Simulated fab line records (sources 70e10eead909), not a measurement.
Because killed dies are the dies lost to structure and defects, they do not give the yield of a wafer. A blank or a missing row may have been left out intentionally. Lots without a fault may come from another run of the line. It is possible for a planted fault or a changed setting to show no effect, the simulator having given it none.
fab line records	flow nand_harc
record lots=13	wafers=35	last_day=33
route steps=1302 shown A_CONTACT@1050 END@1302
lots untouched by any fault: they come from a run of this same line in which no faults occurred
start_h: hours from the record's opening day to when the first of the lot's shown wafers began	wait_h: hours elapsed since this lot's preceding step	" as in the row above	L1.1+2: one row covering several wafers at once	- no value present, or no start provided	* or withheld: withheld	< > ~ a bound
route shown NAME@n: names a module that has steps shown in the file, with the first one's number in the route	usual: mean/standard deviation taken from wafers without a fault	same: alike in all rows	chamber/n: place in a boat	sites: readings site by site	_std_site: how widely they spread, as a standard deviation	_edge_site: the outer-site mean with the inner-site mean subtracted	radius_mm: how far each site lies from the wafer's centre	mask NAME#n: copy n	behind: tool/chamber where the wafer was last shaped	hold: why the lot went on hold/how many hours it stayed there/how the hold came to an end	device: the n, p or np transistor that did not switch	end of line: at the end of the route, the tests of the same wafers	a step given without rows: its recipe and nothing more	killed: dies lost to structure and defects at the first sort, not the wafer's yield	map: the dies of a wafer, with x for killed, . for not killed, _ for no die there
set.NAME: setting as actually run; set.NAME@STEP: the setting as run at that earlier step	model.NAME: the simulator's own value behind a step, which no gauge read
route steps across a sampled set of lots; one table per step, one row per wafer
services: when a tool's chamber went out of use (start_h, in hours from the record's first day, below 0 if earlier), for how many hours, and the reason
## steps
# step NHARC_A_CONTACT_ETCH_127
# recipe source_w=withheld	pressure_mtorr=20	bias_v=3000	time_s=197	target_depth_a=19180	ar_flow_sccm=withheld	c4f8_flow_sccm=withheld	o2_flow_sccm=withheld	chemistry=C4F8/O2/Ar
# usual oes_air_line_au=1.000/0.021
lot.wafer	tool	chamber	start_h	wait_h	oes_air_line_au	rf_hours_counter_h
L374.1	har_cap_etch-01	1	524.79	0.1	1.028	2
L374.4	"	0	"	"	1.018	-
L374.5	"	1	"	"	0.989	-
L375.1	har_cap_etch-03	1	535.56	0.1	1.013	49
L375.4	"	1	"	"	1.010	-
L375.3	"	0	"	"	1.045	-
L377.1	har_cap_etch-01	1	541.63	0.1	1.008	5
L377.4	"	1	"	"	0.967	-
L377.6	"	0	"	"	0.986	-
L376.2	har_cap_etch-03	0	541.72	0.1	1.000	51
L376.4	"	0	"	"	1.019	-
L376.6	"	0	"	"	0.966	-
L379.1	har_cap_etch-02	0	564.15	0.1	0.998	100
L379.2	"	1	"	"	0.985	100
L379.3	"	0	"	"	1.003	-
L380.1	har_cap_etch-01	1	567.40	0.1	0.989	11
L380.3	"	1	"	"	0.991	-
L380.5	"	0	"	"	0.999	-
L382.2	har_cap_etch-03	0	611.49	0.1	1.002	60
L382.4	"	1	"	"	0.982	-
L382.5	"	0	"	"	1.029	-
L383.1	har_cap_etch-02	0	613.44	0.1	1.023	107
L383.3	"	0	"	"	1.006	-
L383.4	"	1	"	"	1.013	-
L384.2	har_cap_etch-01	0	616.70	0.1	0.980	19
L384.3	"	0	"	"	1.025	-
L384.6	"	0	"	"	1.020	-
L385.1	har_cap_etch-02	1	640.78	0.1	1.002	112
L385.4	"	0	"	"	1.003	-
L385.6	"	0	"	"	1.004	-
L391.2	har_cap_etch-02	0	674.84	0.1	0.992	121
L394.5	har_cap_etch-02	1	704.50	0.1	1.017	-
L396.1	har_cap_etch-03	0	731.68	0.1	0.960	83
L396.4	"	0	"	"	0.978	-
L396.6	"	0	"	"	0.972	-
# step NHARC_A_CONTACT_STRIP_82
# recipe o2_flow_sccm=500	ar_flow_sccm=0	bias_w=0	chemistry=O2
# usual drypump_motor_current_A=5.6/0.41	mfc_ar_sccm=0.002/0.007	oes_product_au=1.000/0.015	rf_vpp_V=57.8/0.84	showerhead_plenum_p_Torr=3.48/0.14	throttle_valve_pct=17.037/0.0094
lot.wafer	tool	chamber	start_h	wait_h	drypump_motor_current_A	mfc_ar_sccm	oes_product_au	rf_hours_counter_h	rf_vpp_V	showerhead_plenum_p_Torr	throttle_valve_pct
L374.1	rie_diel-12	2	-	-	5.7	0	1.011	9	57.4	3.31	17.033
L374.4	"	3	"	"	6.0	0	0.988	11	58.8	3.64	17.036
L374.5	"	2	"	"	5.7	0	1.021	-	56.9	3.31	17.040
L375.3	rie_diel-12	3	-	-	5.9	0	0.982	14	57.6	3.64	17.061
L375.1	"	0	"	"	4.9	0	0.990	15	57.3	3.39	17.010
L375.4	"	0	"	"	4.9	0	0.980	-	56.5	3.39	17.044
L377.1	rie_diel-12	3	-	-	5.9	0	0.986	16	58.5	3.64	17.039
L377.4	"	3	"	"	5.9	0	0.983	-	57.8	3.64	17.032
L377.6	"	2	"	"	5.7	0	1.010	-	57.4	3.31	17.051
L376.2	rie_diel-12	0	-	-	4.9	0	0.979	17	58.2	3.39	17.045
L376.6	"	2	"	"	5.7	0	1.006	-	58.2	3.31	17.029
L376.4	"	3	"	"	5.9	0	0.975	-	57.2	3.64	17.014
L379.2	rie_diel-03	1	-	-	5.6	0	1.010	30	58.5	3.57	17.033
L379.3	"	2	"	"	6.0	0.007	1.010	36	58.4	3.57	17.031
L379.1	"	0	"	"	6.1	0	0.981	31	56.6	3.37	17.051
L380.3	rie_diel-12	0	-	-	4.9	0	0.987	20	59.2	3.39	17.034
L380.1	"	1	"	"	5.9	0	0.996	17	58.3	3.48	17.039
L380.5	"	3	"	"	5.9	0	0.978	-	58.4	3.64	17.044
L382.2	rie_diel-12	2	-	-	5.7	0	1.026	23	57.4	3.30	17.055
L382.4	"	1	"	"	5.9	0	0.993	22	56.9	3.48	17.042
L382.5	"	2	"	"	5.7	0	1.018	-	56.6	3.30	17.038
L383.4	rie_diel-03	1	-	-	5.7	0	1.001	41	59.0	3.56	17.028
L383.3	"	2	"	"	6.0	0.007	0.999	55	58.0	3.56	17.024
L383.1	"	0	"	"	6.2	0	0.992	41	56.6	3.37	17.036
L384.3	rie_diel-12	1	-	-	5.9	0	0.992	24	57.9	3.48	17.037
L384.2	"	2	"	"	5.7	0	1.038	25	56.9	3.30	17.029
L384.6	"	0	"	"	4.9	0	0.983	-	58.3	3.39	17.037
L385.1	rie_diel-06	0	-	-	5.4	0	0.988	55	58.9	3.71	17.033
L385.4	"	1	"	"	4.9	0.032	1.018	55	57.0	3.39	17.031
L385.6	"	0	"	"	5.4	0	0.990	-	58.4	3.71	17.036
L391.2	rie_diel-12	2	-	-	5.7	0	1.020	12	57.7	3.30	17.037
L394.5	rie_diel-06	0	-	-	5.5	0	0.983	-	58.2	3.70	17.052
L396.1	rie_diel-12	3	-	-	5.9	0	0.983	20	58.6	3.62	17.025
L396.4	"	2	"	"	5.7	0	0.990	21	56.3	3.29	17.038
L396.6	"	0	"	"	4.9	0	1.019	-	57.2	3.38	17.048
# step NHARC_A_CONTACT_DEP_85
# recipe target_thk_a=600	target_thk_nm=60	temp_c=400	pressure_torr=3.5	flow_sccm=200	rf_w=350	material=SiON
# usual heater_power_w=750/75
lot.wafer	tool	chamber	start_h	wait_h	heater_power_w
L374.1	pecvd-03	0	531.44	1.5	847
L374.5	"	2	"	"	838
L374.4	"	0	"	"	839
L375.3	pecvd-03	2	540.58	0.9	761
L375.1	"	1	"	"	780
L375.4	"	0	"	"	802
L377.1	pecvd-02	2	546.60	1.5	805
L377.6	"	2	"	"	798
L377.4	"	1	"	"	607
L376.2	pecvd-02	0	547.03	1.2	660
L376.6	"	0	"	"	677
L376.4	"	1	"	"	646
L379.1	pecvd-03	2	568.95	1.5	730
L379.3	"	0	"	"	798
L379.2	"	1	"	"	791
L380.3	pecvd-04	2	572.23	0.9	703
L380.1	"	0	"	"	821
L380.5	"	1	"	"	757
L382.2	pecvd-04	0	616.27	1.2	812
L382.4	"	2	"	"	655
L382.5	"	1	"	"	728
L383.1	pecvd-03	1	621.91	1.5	792
L383.3	"	2	"	"	737
L383.4	"	0	"	"	807
L384.3	pecvd-04	0	623.58	0.9	783
L384.2	"	1	"	"	739
L384.6	"	1	"	"	748
L385.1	pecvd-04	1	646.03	1.5	692
L385.4	"	2	"	"	684
L385.6	"	0	"	"	692
L391.2	pecvd-04	2	681.05	1.2	747
L394.5	pecvd-04	2	710.22	0.4	652
L396.1	pecvd-02	2	736.70	1.5	976
L396.4	"	2	"	"	969
L396.6	"	0	"	"	643
# step NHARC_A_CONTACT_INSPECT_10
# usual raw_defect_count=84/28
lot.wafer	tool	chamber	start_h	wait_h	hold	raw_defect_count
L374.1	defect_inspect-02	-	532.23	0.0	-	46
L374.4	"	-	"	"	-	44
L374.5	"	-	"	"	-	43
L375.1	defect_inspect-02	-	541.42	0.0	-	50
L375.3	"	-	"	"	-	51
L375.4	"	-	"	"	-	51
L377.1	defect_inspect-02	-	547.32	0.0	-	53
L377.4	"	-	"	"	-	60
L377.6	"	-	"	"	-	54
L376.2	defect_inspect-02	-	547.85	0.0	-	127
L376.4	"	-	"	"	-	120
L376.6	"	-	"	"	-	140
L379.1	defect_inspect-02	-	569.79	0.0	-	65
L379.2	"	-	"	"	-	67
L379.3	"	-	"	"	-	69
L380.1	defect_inspect-02	-	572.92	0.0	-	61
L380.3	"	-	"	"	-	74
L380.5	"	-	"	"	-	73
L382.2	defect_inspect-02	-	617.08	0.0	-	91
L382.4	"	-	"	"	-	90
L382.5	"	-	"	"	-	102
L383.1	defect_inspect-01	-	622.75	0.0	-	58
L383.3	"	-	"	"	-	66
L383.4	"	-	"	"	-	57
L384.2	defect_inspect-02	-	624.40	0.0	-	124
L384.3	"	-	"	"	-	153
L384.6	"	-	"	"	-	128
L385.1	defect_inspect-02	-	646.69	0.0	-	91
L385.4	"	-	"	"	-	86
L385.6	"	-	"	"	-	105
L391.2	defect_inspect-01	-	681.71	0.0	await_dispo/0.2h/release	431
L391.2	defect_inspect-01	-	681.89	0.2	-	430
L394.5	defect_inspect-02	-	710.94	0.0	await_dispo/0.2h/release	487
L394.5	defect_inspect-02	-	711.11	0.2	-	490
L396.1	defect_inspect-01	-	737.39	0.0	-	82
L396.4	"	-	"	"	-	97
L396.6	"	-	"	"	-	87
# step NHARC_A_CONTACT_ETCH_138
# recipe source_w=withheld	pressure_mtorr=20	bias_v=1200	time_s=311	target_depth_a=19140	ar_flow_sccm=withheld	c4f8_flow_sccm=withheld	o2_flow_sccm=withheld	chemistry=C4F8/O2/Ar
# usual oes_air_line_au=1.000/0.023
lot.wafer	tool	chamber	start_h	wait_h	oes_air_line_au	rf_hours_counter_h
L374.1	har_cap_etch-01	0	534.44	0.2	1.000	4
L374.4	"	1	"	"	1.044	-
L374.5	"	0	"	"	1.003	-
L375.1	har_cap_etch-02	0	543.83	0.2	0.997	96
L375.4	"	0	"	"	1.010	-
L375.3	"	1	"	"	0.998	-
L377.1	har_cap_etch-03	1	549.62	0.2	1.008	53
L377.4	"	0	"	"	1.028	-
L377.6	"	1	"	"	1.001	-
L376.2	har_cap_etch-02	0	550.11	0.2	1.013	98
L376.4	"	1	"	"	0.963	-
L376.6	"	1	"	"	0.985	-
L379.2	har_cap_etch-03	0	572.00	0.2	0.992	57
L379.1	"	1	"	"	1.022	57
L379.3	"	0	"	"	0.967	-
L380.1	har_cap_etch-02	1	575.16	0.2	1.028	102
L380.3	"	1	"	"	0.991	-
L380.5	"	1	"	"	1.006	-
L382.2	har_cap_etch-03	0	619.29	0.2	0.989	62
L382.4	"	0	"	"	1.008	-
L382.5	"	1	"	"	0.979	-
L383.1	har_cap_etch-02	0	624.95	0.2	1.025	109
L383.4	"	0	"	"	1.035	-
L383.3	"	1	"	"	1.010	-
L384.2	har_cap_etch-01	0	626.64	0.2	1.022	22
L384.3	"	0	"	"	1.019	-
L384.6	"	1	"	"	1.006	-
L385.1	har_cap_etch-01	1	648.95	0.2	0.989	27
L385.4	"	1	"	"	0.976	-
L385.6	"	1	"	"	0.958	-
L391.2	har_cap_etch-02	1	686.55	0.2	1.017	124
L394.5	har_cap_etch-02	0	716.44	0.2	0.959	-
L396.1	har_cap_etch-02	0	739.60	0.2	0.992	133
L396.4	"	1	"	"	1.036	-
L396.6	"	1	"	"	0.995	-
# step NHARC_END_SORT_01
# recipe temp_c=25
# usual killed_at_array=59/17	killed_at_other=0.9/1.6	killed_at_periphery=3.7/2.3	killed_dies=64/17	killed_open=3.3/1.8	killed_short=2.4/1.6
# same gross_dies=677
lot.wafer	tool	chamber	start_h	wait_h	killed_at_array	killed_at_other	killed_at_periphery	killed_dies	killed_open	killed_short
L391.2	prober-01	0	748.62	2.8	116	4	4	124	1	4
L394.5	prober-01	0	778.39	3.7	131	0	6	137	5	6
# killed by level:class
L391.2 A_CONTACT:unspecified=53 A_CHANNEL_HOLE_D1:chamber_film_flake=22 A_CHANNEL_HOLE_D2:chamber_film_flake=20 A_CONTACT:chamber_film_flake=10 THIN_TSV:chamber_film_flake=4 A_DECK1_JOINT:geometric_particle:short=2 P_M1:chamber_film_flake=2 A_SLIT:chamber_film_flake=2
L394.5 A_CONTACT:unspecified=48 A_CHANNEL_HOLE_D2:chamber_film_flake=27 A_SLIT:chamber_film_flake=20 A_CHANNEL_HOLE_D1:chamber_film_flake=14 A_CONTACT:chamber_film_flake=12 A_CONTACT:geometric_particle:open=2 P_GATE:chamber_film_flake=2 P_CONTACT:geometric_particle:open=1
## services
tool	chamber	start_h	hours	kind
pecvd-03	-	503.77	0.8	repair
har_cap_etch-03	-	507.31	3.3	repair
rie_diel-06	3	508.98	12.6	repair
rie_diel-12	1	533.72	14.0	repair
pecvd-03	-	547.26	13.0	pm
har_cap_etch-01	-	559.47	4.6	repair
rie_diel-03	0	595.85	5.6	repair
rie_diel-06	-	597.52	0.5	repair
har_cap_etch-03	-	600.92	7.8	repair
rie_diel-12	-	622.40	9.0	pm
har_cap_etch-01	-	623.00	1.3	repair
har_cap_etch-03	-	623.94	0.4	repair
pecvd-02	-	628.76	13.0	pm
pecvd-04	-	631.61	13.0	pm
rie_diel-03	-	636.50	9.0	pm
rie_diel-03	1	650.83	17.3	repair
rie_diel-03	3	654.93	1.4	repair
rie_diel-06	-	661.44	9.0	pm
pecvd-04	1	689.79	3.1	repair
har_cap_etch-01	-	689.92	0.4	repair
pecvd-04	-	694.17	1.0	repair
rie_diel-03	3	696.21	2.9	repair
pecvd-03	-	718.19	1.3	repair
pecvd-04	2	725.07	5.9	repair
## key
first_sign step=NHARC_A_CONTACT_INSPECT_10	reading=visit	direction=added
effect step=NHARC_A_CONTACT_INSPECT_10	reading=raw_defect_count	direction=up	sigmas=13	usual=84	struck=459
effect step=NHARC_END_SORT_01	reading=killed_at_array	direction=up	sigmas=3.9	usual=59	struck=124
more_kills_born_at NHARC_A_CONTACT_DEP_85@pecvd-04=101
met_at NHARC_A_CONTACT_DEP_85
struck_lots L391,L394
struck_wafers L391.2,L394.5
tester_left_out L391,L394
not_acting_at NHARC_A_CONTACT_ETCH_127,NHARC_A_CONTACT_STRIP_82,NHARC_A_CONTACT_ETCH_138
onset_between 646.03 681.05
fault kind=chamber_particle_source	tool=pecvd-04	chamber=2	onset_h=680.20	steps=NHARC_A_CONTACT_DEP_85	rate_per_visit_cm2=0.5327	end_h=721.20
# tester_left_out: of these lots the tester's yield and bins aren't shown, on N5 and GAA mostly nor the transistor test; their killed dies are dies lost to structure and defects alone, not to doping, threshold or leakage, so they don't give the yield
